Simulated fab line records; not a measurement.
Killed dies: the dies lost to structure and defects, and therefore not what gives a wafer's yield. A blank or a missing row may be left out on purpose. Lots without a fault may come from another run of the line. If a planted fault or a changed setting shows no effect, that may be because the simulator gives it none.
Check of tool commonality	flow nand-harc	Sampled: 15 lots, 45 wafers

WHY IT WAS OPENED
Flagged at NHARC_P_ZERO_WELL_INSPECT_43: reading raw-defect-count, on 3 of 15 lots. Fault-free wafers read 12, with a standard deviation of 5.9.
Rule: a lot is flagged in two cases, either no wafer of it has a number, or all its wafers with numbers fall more than 4 standard deviations from that mean. As for the other lots, they are considered sound.

lot	measured	on	raw-defect-count, wafer by wafer	flag
L568	day 2 04:05	defect-inspect-02	16 7 12	
L569	day 2 13:30	defect-inspect-02	28 15 14	
L570	day 3 00:04	defect-inspect-02	16 9 8	
L571	day 3 09:54	defect-inspect-02	11 3 4	
L572	day 3 19:41	defect-inspect-02	5 7 9	
L573	day 4 05:45	defect-inspect-01	17 10 7	
L575	day 5 01:51	defect-inspect-01	3 16 16	
L576	day 5 11:41	defect-inspect-02	17 4 6	
L579	day 6 17:34	defect-inspect-02	1019 1031 1091	FLAGGED
L580	day 7 04:47	defect-inspect-02	1064 1072 1083	FLAGGED
L581	day 7 13:47	defect-inspect-01	1045 1011 1075	FLAGGED
L588	day 10 14:17	defect-inspect-02	7 9 11	
L589	day 10 21:32	defect-inspect-01	16 11 17	
L590	day 11 07:29	defect-inspect-01	7 16 8	
L591	day 11 17:37	defect-inspect-02	15 4 6	
Flagged lots average 1055: +1043 relative to the usual, that is +99 or more standard deviations.

LOT BY LOT: THE TOOL USED
Before the reading, the record contains 3 process steps out of a 1302-step route. In each cell: the tool, then ch and the chambers that the sampled wafers went through, then the start.
lot	flag	NHARC_P_ZERO_WELL_DESCUM_13	NHARC_P_ZERO_WELL_DESCUM_39	NHARC_P_ZERO_WELL_EXPOSE_49
L568		rie-diel-03 ch 1,2,3, day 1 21:23	rie-diel-02 ch 0,2,3, day 2 00:55	krf-scanner-04 ch 0, day 2 02:07
L569		rie-diel-03 ch 1,2,3, day 2 07:25	rie-diel-02 ch 2,3, day 2 10:18	krf-scanner-04 ch 0, day 2 11:32
L570		rie-diel-03 ch 0,1,3, day 2 17:31	rie-diel-11 ch 0,1, day 2 20:47	krf-scanner-01 ch 0, day 2 22:08
L571		rie-diel-02 ch 0,1,2, day 3 03:26	rie-diel-02 ch 0,1,3, day 3 06:22	krf-scanner-02 ch 0, day 3 07:40
L572		rie-diel-11 ch 1,2,3, day 3 13:23	rie-diel-02 ch 0,1,2, day 3 16:25	krf-scanner-01 ch 0, day 3 17:43
L573		rie-diel-02 ch 0,2,3, day 3 23:20	rie-diel-03 ch 0,1,3, day 4 02:28	krf-scanner-02 ch 0, day 4 03:45
L575		rie-diel-02 ch 0,3, day 4 19:30	rie-diel-02 ch 0,2,3, day 4 22:35	krf-scanner-01 ch 0, day 4 23:53
L576		rie-diel-03 ch 0,1, day 5 05:28	rie-diel-02 ch 0,3, day 5 08:26	krf-scanner-01 ch 0, day 5 09:38
L579	FLAGGED	rie-diel-03 ch 1,2,3, day 6 11:26	rie-diel-03 ch 0,2,3, day 6 14:25	krf-scanner-04, day 6 15:36
L580	FLAGGED	rie-diel-02 ch 1,3, day 6 21:24	rie-diel-03 ch 1,2,3, day 7 01:26	krf-scanner-02, day 7 02:45
L581	FLAGGED	rie-diel-11 ch 1,2,3, day 7 07:24	rie-diel-02 ch 0,1, day 7 10:29	krf-scanner-01, day 7 11:48
L588		rie-diel-11 ch 1,3, day 10 05:25	rie-diel-03 ch 0,1,2, day 10 11:08	krf-scanner-01 ch 0, day 10 12:19
L589		rie-diel-02 ch 0,2, day 10 15:24	rie-diel-02 ch 1,2, day 10 18:22	krf-scanner-01 ch 0, day 10 19:34
L590		rie-diel-11 ch 1,2, day 11 01:27	rie-diel-02 ch 2,3, day 11 04:12	krf-scanner-04 ch 0, day 11 05:31
L591		rie-diel-11 ch 0,1, day 11 11:24	rie-diel-02 ch 0,2,3, day 11 14:20	krf-scanner-02 ch 0, day 11 15:38
What the steps here do:
- NHARC_P_ZERO_WELL_DESCUM_13: chemistry O2, time 3 s.
- NHARC_P_ZERO_WELL_DESCUM_39: chemistry O2, time 3 s.
- NHARC_P_ZERO_WELL_EXPOSE_49: exposes mask P HVPW, target cd 2000 nm.
- NHARC_P_ZERO_WELL_INSPECT_43

FLAGGED AGAINST TOTAL, ONE TOOL AT A TIME (gauges that did the reading follow at the end)
step	tool	lots run	flagged	share of the flagged lots	sound lots run after its first flagged lot
NHARC_P_ZERO_WELL_DESCUM_13	rie-diel-02	5	1	some	1 (L589)
NHARC_P_ZERO_WELL_DESCUM_13	rie-diel-03	5	1	some	0
NHARC_P_ZERO_WELL_DESCUM_13	rie-diel-11	5	1	some	3 (L588,L590,L591)
NHARC_P_ZERO_WELL_DESCUM_39	rie-diel-02	10	1	some	3 (L589,L590,L591)
NHARC_P_ZERO_WELL_DESCUM_39	rie-diel-03	4	2	some	1 (L588)
NHARC_P_ZERO_WELL_DESCUM_39	rie-diel-11	1	0	none	-
NHARC_P_ZERO_WELL_EXPOSE_49	krf-scanner-01	7	1	some	2 (L588,L589)
NHARC_P_ZERO_WELL_EXPOSE_49	krf-scanner-02	4	1	some	1 (L591)
NHARC_P_ZERO_WELL_EXPOSE_49	krf-scanner-04	4	1	some	1 (L590)
NHARC_P_ZERO_WELL_INSPECT_43	defect-inspect-01	5	1	some	2 (L589,L590)
NHARC_P_ZERO_WELL_INSPECT_43	defect-inspect-02	10	2	some	2 (L588,L591)

WHAT IS ALLOWED BY THE TABLE
No row of the table ran every flagged lot.

WHAT WAS PUT IN BY THE SIMULATOR
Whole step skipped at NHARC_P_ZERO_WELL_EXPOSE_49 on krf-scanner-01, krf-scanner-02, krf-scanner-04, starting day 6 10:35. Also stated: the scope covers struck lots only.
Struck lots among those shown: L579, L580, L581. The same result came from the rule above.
